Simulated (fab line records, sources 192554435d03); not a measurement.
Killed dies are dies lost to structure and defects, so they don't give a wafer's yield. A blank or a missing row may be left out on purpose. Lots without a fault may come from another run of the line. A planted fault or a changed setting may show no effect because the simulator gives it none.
fab line records | flow n5_finfet
record lots=11 wafers=28 last_day=17
route steps=1938 shown BEOL_M0_SAQP@633 BEOL_M0@735 BEOL_M4@1111 PASSIVATION@1936
lots that met no fault: from a run of the same line without faults
start_h: hours from the record's first day to the start of the lot's first wafer shown | wait_h: hours since the lot's step before | " the same as in the row above | L1.1+2: a row that stands for several wafers | - no value, or no start given | * or withheld: withheld | < > ~ a bound
route shown NAME@n: a module of which the file shows steps, and the number in the route of the first | usual: mean/standard deviation of fault-free wafers | same: alike in all rows | chamber/n: place in a boat | sites: the reading at each site | _std_site: their standard deviation | _edge_site: outer sites' mean less inner sites' | radius_mm: how far each site lies from the wafer's centre | mask NAME#n: copy n | behind: the tool/chamber that last shaped the wafer | hold: why the lot was held/for how many hours/how that ended | device: the transistor (n, p or np) that didn't switch | end of line: the same wafers' tests at the end of the route | a step without rows: its recipe alone | killed: dies lost to structure and defects at the first sort, not the wafer's yield | map: a wafer's dies, x killed, . not, _ none there
set.NAME: the setting as run; set.NAME@STEP: as run at that earlier step | model.NAME: the simulator's own value behind a step, which no gauge read
steps of the route over a sample of lots; a table a step, a row a wafer
services: from which hour (start_h, from the record's first day; less than 0 if before it) a tool's chamber was out of use, for how many hours, and why
## steps
# step N5_BEOL_M0_SAQP_ILD_DEP_01
# recipe material=SiOC target_thk_a=454.19 temp_c=350 precursor=DEMS/O2 pressure_torr=5 rf_w=500 time_s=8.7
# usual heater_power_w=480/62 showerhead_plenum_p_Torr=5.693/0.013 throttle_valve_pct=12.0/0.57
# columns lot.wafer tool chamber start_h wait_h heater_power_w showerhead_plenum_p_Torr throttle_valve_pct
L673.3 pecvd-03 1 110.23 0.0 511 5.724 12.6
L673.5 " 0 " " 484 5.672 12.2
L678.2 pecvd-04 2 145.86 0.0 507 5.687 11.5
L678.4 " 1 " " 507 5.704 12.0
L678.5 " 0 " " 414 5.682 11.9
L677.1 pecvd-01 0 148.86 0.0 431 5.695 13.0
L677.4 " 2 " " 439 5.673 11.6
L677.6 " 1 " " 382 5.692 12.3
L680.1 pecvd-04 0 155.99 0.0 469 5.673 12.3
L680.3 " 2 " " 592 5.706 11.1
L680.6 " 2 " " 593 5.686 11.6
L681.2 pecvd-01 0 159.61 0.0 470 5.709 12.9
L681.5 " 0 " " 463 5.695 12.9
L681.6 " 1 " " 378 5.710 11.8
L682.3 pecvd-04 1 168.72 0.0 518 5.692 11.7
L682.6 " 2 " " 570 5.685 11.5
L684.1 pecvd-04 1 179.51 0.0 531 5.701 11.7
L684.3 " 2 " " 608 5.703 11.4
L684.4 " 2 " " 613 5.699 11.5
L687.3 pecvd-04 1 197.84 0.0 458 5.710 11.9
L687.6 " 2 " " 583 5.702 11.3
L688.1 pecvd-04 0 201.29 0.0 422 5.679 11.9
L688.2 " 1 " " 536 5.709 11.9
L692.1 pecvd-04 1 233.21 0.0 451 5.722 11.9
L692.2 " 2 " " 591 5.698 10.5
L695.2 pecvd-01 2 246.34 0.0 454 5.679 11.9
L695.3 " 1 " " 375 5.673 12.0
L695.6 " 1 " " 384 5.689 11.8
# step N5_BEOL_M0_ANNEAL_117
# recipe temp_c=400 time_s=60 ambient=vacuum
# usual heater_power_w=829/100
# columns lot.wafer tool chamber start_h wait_h heater_power_w
L673.3 pvd_sputter-03 - 121.15 0.0 902
L673.5 " - " " 988
L678.2 pvd_sputter-03 - 160.33 0.0 688
L678.4 " - " " 943
L678.5 " - " " 695
L677.1 pvd_sputter-03 - 160.77 0.0 693
L677.4 " - " " 907
L677.6 " - " " 674
L681.2 pvd_sputter-02 - 170.48 0.0 802
L681.5 " - " " 814
L681.6 " - " " 956
L680.1 pvd_sputter-02 - 170.96 0.0 795
L680.3 " - " " 776
L680.6 " - " " 994
L682.3 pvd_sputter-03 - 181.65 0.0 988
L682.6 " - " " 928
L684.1 pvd_sputter-01 - 194.18 0.0 982
L684.3 " - " " 813
L684.4 " - " " 723
L687.3 pvd_sputter-01 - 209.07 0.0 962
L687.6 " - " " 793
L688.1 pvd_sputter-02 - 215.59 0.0 720
L688.2 " - " " 987
L692.1 pvd_sputter-01 - 246.31 0.0 811
L692.2 " - " " 783
L695.2 pvd_sputter-01 - 259.97 0.0 822
L695.3 " - " " 722
L695.6 " - " " 817
# step N5_BEOL_M0_SPUTTER_134
# recipe material=Cu target_thk_a=40 temp_c=-20 chamber_pressure_pa=0.07 power_w=withheld time_s=7.37
# usual chuck_sensor_temp_C=-16.0/0.43 throttle_valve_pct=30.2/0.63
# columns lot.wafer tool chamber start_h wait_h chuck_sensor_temp_C throttle_valve_pct
L673.3 pvd_sputter-03 - 121.31 0.0 -16.2 29.4
L673.5 " - " " -15.3 29.5
L678.2 pvd_sputter-03 - 160.49 0.0 -16.3 31.5
L678.4 " - " " -15.4 29.5
L678.5 " - " " -16.1 31.9
L677.1 pvd_sputter-03 - 160.93 0.0 -16.3 31.6
L677.4 " - " " -16.1 29.4
L677.6 " - " " -16.2 31.5
L681.2 pvd_sputter-02 - 170.64 0.0 -15.8 29.9
L681.5 " - " " -15.6 29.8
L681.6 " - " " -16.7 30.3
L680.1 pvd_sputter-02 - 171.12 0.0 -15.9 29.9
L680.3 " - " " -16.3 31.4
L680.6 " - " " -16.9 30.3
L682.3 pvd_sputter-03 - 181.81 0.0 -15.3 29.4
L682.6 " - " " -16.1 29.7
L684.1 pvd_sputter-01 - 194.34 0.0 -15.4 30.3
L684.3 " - " " -16.2 30.1
L684.4 " - " " -15.9 29.8
L687.3 pvd_sputter-01 - 209.23 0.0 -15.3 30.0
L687.6 " - " " -16.0 30.5
L688.1 pvd_sputter-02 - 215.75 0.0 -16.2 30.3
L688.2 " - " " -16.8 30.3
L692.1 pvd_sputter-01 - 246.47 0.0 -16.6 29.7
L692.2 " - " " -16.3 30.0
L695.2 pvd_sputter-01 - 260.13 0.0 -16.6 29.6
L695.3 " - " " -15.8 29.9
L695.6 " - " " -16.5 29.9
# step N5_BEOL_M0_RS_MEAS_126
# recipe thk_meas_gauge=four-point-probe reads=Co_of_BEOL_M0_CO_CAP_123+Cu_of_BEOL_M0_ECD_118+Co_of_BEOL_M0_CVD_115+TaN_of_BEOL_M0_ALD_136
# usual M0_RS=0.539/0.021
# columns lot.wafer tool chamber start_h wait_h M0_RS[ohm/sq]
L673.3 film_metro-02 - 122.49 0.1 0.530
L673.5 " - " " 0.518
L678.2 film_metro-02 - 162.21 0.1 0.532
L678.4 " - " " 0.530
L678.5 " - " " 0.536
L677.1 film_metro-02 - 162.37 0.0 0.567
L677.4 " - " " 0.537
L677.6 " - " " 0.564
L681.2 film_metro-01 - 171.81 0.1 0.569
L681.5 " - " " 0.558
L681.6 " - " " 0.543
L680.1 film_metro-01 - 172.44 0.0 0.540
L680.3 " - " " 0.544
L680.6 " - " " 0.534
L682.3 film_metro-01 - 183.06 0.1 0.522
L682.6 " - " " 0.515
L684.1 film_metro-01 - 195.51 0.0 0.559
L684.3 " - " " 0.552
L684.4 " - " " 0.571
L687.3 film_metro-02 - 210.69 0.1 0.380
L687.6 " - " " 0.549
L688.1 film_metro-02 - 217.00 0.1 0.534
L688.2 " - " " 0.376
L692.1 film_metro-02 - 247.63 0.0 0.542
L692.2 " - " " 0.381
L695.2 film_metro-02 - 261.37 0.1 0.540
L695.3 " - " " 0.534
L695.6 " - " " 0.551
# step N5_BEOL_M0_INSPECT_127
# recipe inspect_instrument=darkfield mode=post_dep
# usual raw_defect_count=65/21
# columns lot.wafer tool chamber start_h wait_h raw_defect_count
L673.3 defect_inspect-02 - 122.51 0.0 37
L673.5 " - " " 57
L678.2 defect_inspect-01 - 162.24 0.0 63
L678.4 " - " " 49
L678.5 " - " " 60
L677.1 defect_inspect-01 - 162.40 0.0 76
L677.4 " - " " 46
L677.6 " - " " 68
L681.2 defect_inspect-02 - 171.84 0.0 75
L681.5 " - " " 57
L681.6 " - " " 90
L680.1 defect_inspect-02 - 172.46 0.0 66
L680.3 " - " " 99
L680.6 " - " " 80
L682.3 defect_inspect-02 - 183.09 0.0 50
L682.6 " - " " 39
L684.1 defect_inspect-01 - 195.54 0.0 32
L684.3 " - " " 43
L684.4 " - " " 40
L687.3 defect_inspect-01 - 210.72 0.0 75
L687.6 " - " " 72
L688.1 defect_inspect-01 - 217.03 0.0 52
L688.2 " - " " 81
L692.1 defect_inspect-02 - 247.66 0.0 103
L692.2 " - " " 96
L695.2 defect_inspect-01 - 261.40 0.0 71
L695.3 " - " " 52
L695.6 " - " " 41
# step N5_BEOL_M4_RC_MEAS_101
# usual DIBL_N=36.0/1.6 DIBL_P=36.1/2 IOFF_N=0.160/0.029 IOFF_P=0.21/0.039 ION_N=675/13 ION_P=464/8.8 SS_N=71.5/0.58 SS_P=73.3/0.65 VT_N=250/3.3 VT_P=-249/3.6
# columns lot.wafer tool chamber start_h wait_h DIBL_N[mV/V] DIBL_P[mV/V] IOFF_N[nA/um] IOFF_P[nA/um] ION_N[uA/um] ION_P[uA/um] SS_N[mV/dec] SS_P[mV/dec] VT_N[mV] VT_P[mV]
L673.3 prober-01 0 169.61 0.3 37.5 36.4 0.174 0.24 666 460 71.8 74.0 251 -248
L673.5 " 0 " " 36.0 34.5 0.149 0.21 667 460 71.1 72.7 251 -250
L678.2 prober-01 0 204.50 0.2 36.7 38.2 0.177 0.22 677 454 70.9 74.5 250 -250
L678.4 " 0 " " 35.7 37.7 0.172 0.22 671 461 71.7 73.8 249 -252
L678.5 " 0 " " 34.9 35.4 0.150 0.18 657 447 71.5 73.5 252 -254
L677.1 prober-02 0 204.65 0.0 38.0 36.8 0.166 0.23 681 471 71.6 73.6 250 -248
L677.4 " 0 " " 36.7 35.3 0.154 0.22 677 465 70.8 73.0 250 -249
L677.6 " 0 " " 37.5 37.1 0.152 0.23 670 465 72.2 73.3 252 -247
L680.1 prober-01 0 219.96 0.0 37.1 36.8 0.180 0.20 669 454 71.5 73.3 251 -251
L680.3 " 0 " " 34.3 35.2 0.130 0.18 658 452 71.1 72.9 256 -250
L680.6 " 0 " " 34.3 34.8 0.132 0.18 672 462 71.1 73.6 251 -252
L681.2 prober-02 0 220.17 0.2 35.8 35.5 0.150 0.20 677 467 71.9 73.4 249 -253
L681.5 " 0 " " 37.9 37.8 0.186 0.24 688 472 72.2 73.6 245 -248
L681.6 " 0 " " 38.2 37.7 0.192 0.24 688 466 71.8 73.8 245 -248
L682.3 prober-02 0 234.71 0.3 36.3 36.7 0.166 0.23 679 463 72.5 72.7 248 -246
L682.6 " 0 " " 37.7 38.8 0.180 0.26 672 458 72.1 73.5 248 -247
L684.1 prober-02 0 238.06 0.0 35.3 34.1 0.138 0.19 681 470 70.5 73.3 251 -252
L684.3 " 0 " " 35.9 35.1 0.154 0.20 678 472 70.8 72.9 250 -251
L684.4 " 0 " " 36.4 35.6 0.165 0.21 694 474 72.1 73.4 247 -250
L687.3 prober-01 0 265.18 0.3 36.3 35.7 0.152 0.18 681 461 71.6 74.1 251 -252
L687.6 " 0 " " 36.0 34.8 0.136 0.16 657 444 71.0 72.7 253 -254
L688.1 prober-02 0 267.89 0.0 34.5 34.8 0.138 0.19 657 455 71.2 72.6 252 -250
L688.2 " 0 " " 35.9 37.2 0.166 0.25 673 467 71.7 73.0 249 -246
L692.1 prober-02 0 301.11 0.0 35.4 35.1 0.146 0.20 695 478 71.2 72.2 249 -251
L692.2 " 0 " " 36.8 36.5 0.159 0.22 675 466 71.7 73.2 251 -248
L695.2 prober-01 0 302.01 0.2 37.1 39.3 0.192 0.30 682 472 70.9 74.7 245 -242
L695.3 " 0 " " 37.2 38.6 0.181 0.27 677 469 72.6 73.8 247 -246
L695.6 " 0 " " 38.8 40.2 0.234 0.31 687 468 72.1 74.1 244 -242
# step N5_PASSIVATION_PROBE_49
# usual defect_limited_yield=91.0/1.3 killed_at_M0_to_M3=36/9.5 killed_at_M4_up=14/5.6 killed_at_contacts=12/6.4 killed_at_front_end=40/10 killed_at_other=3.2/3 killed_dies=107/15 killed_on_rim=15/4.5 killed_open=69/12 killed_short=35/7.7 sort_bin_5_function=5.3/0.91 sort_bin_6_memory=3.3/0.65 sort_bin_8_speed=0.00/0.012 sort_n_pass=1073/15 sort_yield_pct=91.0/1.3
# same gross_dies=1180 killed_at_back_side=0 sort_bin_4_leakage[%]=0
# columns lot.wafer tool chamber start_h wait_h defect_limited_yield[%] killed_at_M0_to_M3 killed_at_M4_up killed_at_contacts killed_at_front_end killed_at_other killed_dies killed_on_rim killed_open killed_short sort_bin_5_function[%] sort_bin_6_memory[%] sort_bin_8_speed[%] sort_n_pass sort_yield_pct[%]
L673.3 prober-01 - 273.09 0.1 91.6 46 12 6 35 0 99 17 63 36 5.8 2.3 0 1081 91.6
L673.5 prober-01 - 273.19 0.2 91.2 42 11 14 34 3 104 23 74 24 5.0 3.3 0 1076 91.2
L677.1 prober-02 - 310.45 0.0 90.5 44 11 7 48 2 112 13 72 38 6.1 3.1 0 1068 90.5
L677.4 prober-02 - 310.60 0.2 91.6 40 11 3 44 1 99 15 57 41 4.5 3.4 0 1081 91.6
L677.6 prober-02 - 310.70 0.3 88.2 54 12 7 63 3 139 14 79 53 6.6 4.4 0 1041 88.2
L681.2 prober-02 - 333.02 0.6 90.3 41 20 16 35 2 114 13 72 40 5.3 4.0 0 1066 90.3
L681.5 prober-02 - 333.17 0.7 91.6 29 17 20 32 1 99 8 65 32 4.7 3.1 0 1081 91.6
L681.6 prober-02 - 333.22 0.8 90.1 49 11 21 35 1 117 18 80 36 6.7 3.1 0 1063 90.1
L680.1 prober-02 - 335.75 0.0 92.5 29 15 2 39 3 88 8 64 23 4.2 2.8 0 1092 92.5
L680.3 prober-02 - 335.85 0.1 88.9 41 27 3 59 1 131 18 92 37 6.0 4.4 0 1049 88.9
L680.6 prober-02 - 336.00 0.3 91.4 43 8 4 46 0 101 14 67 33 5.3 3.1 0 1079 91.4
L682.3 prober-01 - 346.37 0.1 92.0 22 19 10 38 5 94 18 60 30 4.7 2.6 0 1086 92.0
L682.6 prober-01 - 346.52 0.3 91.2 25 13 15 45 6 104 19 68 32 4.8 3.6 0 1076 91.2
L684.1 prober-02 - 347.34 0.0 93.6 19 9 8 36 3 75 10 33 40 3.5 2.3 0 1105 93.6
L684.3 prober-02 - 347.44 0.1 92.9 33 13 8 27 3 84 9 54 29 3.7 3.0 0 1096 92.9
L684.4 prober-02 - 347.49 0.2 92.4 23 9 7 43 8 90 10 50 32 3.8 3.1 0 1090 92.4
L688.1 prober-01 - 381.91 0.0 91.9 32 15 15 30 3 95 7 57 36 4.3 3.1 0 1085 91.9
L688.2 prober-01 - 381.96 0.1 88.6 51 16 14 50 3 134 18 95 37 6.9 4.2 0 1046 88.6
L692.1 prober-01 - 405.30 0.0 92.1 25 11 18 33 6 93 12 59 32 4.8 2.9 0 1087 92.1
L692.2 prober-01 - 405.35 0.1 91.6 36 13 5 41 4 99 15 60 37 4.5 3.6 0 1081 91.6
L695.2 prober-01 - 410.05 0.1 91.1 38 22 26 18 1 105 12 76 29 5.9 2.8 0 1075 91.1
L695.3 prober-01 - 410.10 0.1 91.4 24 26 15 35 1 101 13 77 24 5.1 3.4 0 1079 91.4
L695.6 prober-01 - 410.25 0.3 91.2 29 21 19 33 2 104 14 78 25 6.1 2.5 0 1076 91.2
# killed by level:class
L673.3 BEOL_M0_SAQP:geometric_particle:short=15 FIN_SAQP:geometric_particle:open=11 STI_FIN_REVEAL:geometric_particle:open=9 BEOL_M0_SAQP:geometric_particle:open=8 BEOL_M3:geometric_particle:open=7 FIN_SAQP:geometric_particle:short=6 MOL_CONTACT_COAG:geometric_particle:open=6 BEOL_M1:geometric_particle:open=5
L673.5 MOL_CONTACT_COAG:geometric_particle:open=13 STI_FIN_REVEAL:geometric_particle:open=11 BEOL_M0_SAQP:geometric_particle:open=11 BEOL_M1:geometric_particle:open=9 BEOL_M0_SAQP:geometric_particle:short=8 BEOL_M2:geometric_particle:open=6 HKMG_FIN:area_etch=5 BEOL_M0:geometric_particle:open=4
L677.1 BEOL_M0_SAQP:geometric_particle:open=9 FIN_SAQP:geometric_particle:open=8 BEOL_M0_SAQP:geometric_particle:short=8 BEOL_M1:geometric_particle:open=8 FIN_SAQP:geometric_particle:short=7 BEOL_M4:geometric_particle:open=7 STI_FIN_REVEAL:geometric_particle:open=6 SPACER0:geometric_particle:short=6
L677.4 BEOL_M1:geometric_particle:open=11 BEOL_M0_SAQP:geometric_particle:open=9 DUMMY_GATE:geometric_particle:short=6 GATE_CUT:geometric_particle:short=6 FIN_SAQP:geometric_particle:short=5 BEOL_M0_SAQP:geometric_particle:short=5 BEOL_M3:geometric_particle:open=5 FIN_SAQP:geometric_particle:open=4
L677.6 BEOL_M0_SAQP:geometric_particle:short=18 STI_FIN_REVEAL:geometric_particle:open=15 BEOL_M0_SAQP:geometric_particle:open=10 FIN_SAQP:geometric_particle:open=9 FIN_SAQP:geometric_particle:short=8 DUMMY_GATE:geometric_particle:open=7 BEOL_M2:geometric_particle:open=7 BEOL_M1:geometric_particle:open=6
L681.2 MOL_CONTACT_COAG:geometric_particle:open=12 BEOL_M0_SAQP:geometric_particle:open=10 FIN_SAQP:geometric_particle:open=8 BEOL_M0_SAQP:geometric_particle:short=7 BEOL_M1:geometric_particle:open=7 FIN_SAQP:geometric_particle:short=6 BEOL_M2:geometric_particle:open=6 BEOL_M3:geometric_particle:open=6
L681.5 MOL_CONTACT_COAG:geometric_particle:open=19 BEOL_M3:geometric_particle:open=9 FIN_SAQP:geometric_particle:short=7 FIN_SAQP:geometric_particle:open=5 BEOL_M0_SAQP:geometric_particle:short=5 BEOL_M0_SAQP:geometric_particle:open=4 BEOL_M1:geometric_particle:open=4 BEOL_M2:geometric_particle:open=4
L681.6 MOL_CONTACT_COAG:geometric_particle:open=16 BEOL_M0_SAQP:geometric_particle:open=11 BEOL_M1:geometric_particle:open=10 STI_FIN_REVEAL:geometric_particle:open=9 BEOL_M2:geometric_particle:open=9 BEOL_M0_SAQP:geometric_particle:short=6 GATE_CUT:geometric_particle:short=5 MOL_CONTACT_COAG:geometric_particle:short=5
L680.1 BEOL_M0_SAQP:geometric_particle:open=10 FIN_SAQP:geometric_particle:open=9 FIN_SAQP:geometric_particle:short=8 STI_FIN_REVEAL:geometric_particle:open=8 BEOL_M3:geometric_particle:open=8 GATE_CUT:geometric_particle:open=7 BEOL_M4:geometric_particle:open=7 BEOL_M1:geometric_particle:open=3
L680.3 BEOL_M4:geometric_particle:open=16 BEOL_M1:geometric_particle:open=15 STI_FIN_REVEAL:geometric_particle:open=14 FIN_SAQP:geometric_particle:short=12 BEOL_M3:geometric_particle:open=10 FIN_SAQP:geometric_particle:open=8 STARTING-WAFER:geometric_particle:open=7 BEOL_M0_SAQP:geometric_particle:open=6
L680.6 BEOL_M3:geometric_particle:open=13 BEOL_M0_SAQP:geometric_particle:short=10 BEOL_M1:geometric_particle:open=10 FIN_SAQP:geometric_particle:open=8 GATE_CUT:geometric_particle:short=7 GATE_CUT:geometric_particle:open=7 BEOL_M0_SAQP:geometric_particle:open=6 FIN_SAQP:geometric_particle:short=5
L682.3 BEOL_M4:geometric_particle:open=9 MOL_CONTACT_COAG:geometric_particle:open=7 BEOL_M0_SAQP:geometric_particle:open=7 FIN_SAQP:geometric_particle:short=6 STI_FIN_REVEAL:geometric_particle:open=5 FIN_SAQP:geometric_particle:open=4 GATE_CUT:geometric_particle:short=4 BEOL_M0_SAQP:geometric_particle:short=4
L682.6 MOL_CONTACT_COAG:geometric_particle:open=13 STI_FIN_REVEAL:geometric_particle:open=10 BEOL_M1:geometric_particle:open=8 FIN_SAQP:geometric_particle:open=5 FIN_SAQP:geometric_particle:short=5 BEOL_M0_SAQP:geometric_particle:short=5 GATE_CUT:geometric_particle:short=5 BEOL_M2:geometric_particle:open=5
L684.1 FIN_SAQP:geometric_particle:short=9 FIN_SAQP:geometric_particle:open=6 MOL_CONTACT_COAG:geometric_particle:open=6 BEOL_M0_SAQP:geometric_particle:short=5 BEOL_M1:geometric_particle:short=5 BEOL_M0_SAQP:geometric_particle:open=4 GATE_CUT:geometric_particle:short=3 ILD0:geometric_particle:open=3
L684.3 BEOL_M0_SAQP:geometric_particle:short=14 BEOL_M0_SAQP:geometric_particle:open=9 FIN_SAQP:geometric_particle:open=8 MOL_CONTACT_COAG:geometric_particle:open=8 BEOL_M1:geometric_particle:open=7 FIN_SAQP:geometric_particle:short=4 BEOL_M4:geometric_particle:open=4 BEOL_M3:geometric_particle:open=3
L684.4 FIN_SAQP:geometric_particle:short=15 HKMG_FIN:area_etch=7 MOL_CONTACT_COAG:geometric_particle:open=6 BEOL_M1:geometric_particle:open=6 BEOL_M3:geometric_particle:open=6 GATE_CUT:geometric_particle:open=5 BEOL_M4:geometric_particle:open=5 GATE_CUT:geometric_particle:short=4
L688.1 MOL_CONTACT_COAG:geometric_particle:open=10 FIN_SAQP:geometric_particle:open=8 BEOL_M3:geometric_particle:open=8 BEOL_M0_SAQP:geometric_particle:open=6 FIN_SAQP:geometric_particle:short=5 SPACER0:geometric_particle:short=5 MOL_CONTACT_COAG:geometric_particle:short=5 BEOL_M2:geometric_particle:short=4
L688.2 STI_FIN_REVEAL:geometric_particle:open=11 BEOL_M1:geometric_particle:open=10 FIN_SAQP:geometric_particle:open=9 BEOL_M2:geometric_particle:open=9 BEOL_M0_SAQP:geometric_particle:open=9 MOL_CONTACT_COAG:geometric_particle:open=8 BEOL_M0:geometric_particle:open=7 GATE_CUT:geometric_particle:short=6
L692.1 MOL_CONTACT_COAG:geometric_particle:open=15 GATE_CUT:geometric_particle:short=10 BEOL_M0_SAQP:geometric_particle:open=10 GATE_CUT:geometric_particle:open=7 BEOL_M0_SAQP:geometric_particle:short=5 BEOL_M4:geometric_particle:open=4 STI_FIN_REVEAL:geometric_particle:open=3 SPACER0:geometric_particle:open=3
L692.2 FIN_SAQP:geometric_particle:open=13 BEOL_M0_SAQP:geometric_particle:open=10 BEOL_M0_SAQP:geometric_particle:short=9 GATE_CUT:geometric_particle:short=5 MOL_CONTACT_COAG:geometric_particle:open=5 BEOL_M4:geometric_particle:open=5 SPACER0:geometric_particle:open=4 BEOL_M1:geometric_particle:short=4
L695.2 MOL_CONTACT_COAG:geometric_particle:open=22 BEOL_M4:geometric_particle:open=16 BEOL_M1:geometric_particle:open=11 BEOL_M2:geometric_particle:open=10 BEOL_M1:geometric_particle:short=5 MOL_CONTACT_COAG:geometric_particle:short=4 STI_FIN_REVEAL:geometric_particle:open=3 BEOL_M0_SAQP:geometric_particle:short=3
L695.3 BEOL_M4:geometric_particle:open=15 MOL_CONTACT_COAG:geometric_particle:open=13 FIN_SAQP:geometric_particle:open=7 BEOL_M2:geometric_particle:open=6 DUMMY_GATE:geometric_particle:open=5 BEOL_M3:geometric_particle:open=5 ILD0:geometric_particle:short=4 GATE_CUT:geometric_particle:short=4
L695.6 MOL_CONTACT_COAG:geometric_particle:open=17 BEOL_M4:geometric_particle:open=11 FIN_SAQP:geometric_particle:open=9 BEOL_M0_SAQP:geometric_particle:short=7 DUMMY_GATE:geometric_particle:open=6 STI_FIN_REVEAL:geometric_particle:open=4 BEOL_M0_SAQP:geometric_particle:open=4 BEOL_M2:geometric_particle:open=4
## services
# columns tool chamber start_h hours kind
pecvd-03 1 88.26 5.5 scheduled_down
pecvd-01 2 106.49 2.1 scheduled_down
pecvd-01 - 114.27 1.3 repair
pecvd-03 1 118.82 2.1 scheduled_down
pvd_sputter-03 - 149.66 0.9 repair
pecvd-01 1 178.04 5.5 scheduled_down
pecvd-03 1 181.93 7.5 repair
pecvd-04 2 202.40 - clean
pecvd-04 2 202.40 - consumable_replace:showerhead
pecvd-04 2 202.40 29.0 scheduled_down
pecvd-04 2 202.40 29.0 vent_cycle
pecvd-01 0 212.78 2.1 scheduled_down
pecvd-03 0 215.13 5.5 scheduled_down
pecvd-04 - 229.27 2.6 repair
pecvd-04 1 255.80 14.1 repair
## key
first_sign step=N5_BEOL_M0_RS_MEAS_126 reading=M0_RS direction=down sigmas=7.6 usual=0.539 struck=0.379
effect none on later readings
met_at N5_BEOL_M0_SAQP_ILD_DEP_01
struck_lots L687,L688,L692
struck_wafers L687.3,L688.2,L692.2
not_acting_at N5_BEOL_M0_ANNEAL_117,N5_BEOL_M0_SPUTTER_134,N5_BEOL_M0_INSPECT_127
onset_between 179.51 197.84
fault kind=process_parameter_drift tool=pecvd-04 chamber=- onset_h=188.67 steps=N5_BEOL_M0_SAQP_ILD_DEP_01 channel=time_s offset=* shape=step end_h=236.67 scope=struck_wafers_only acts_in=* stated=*
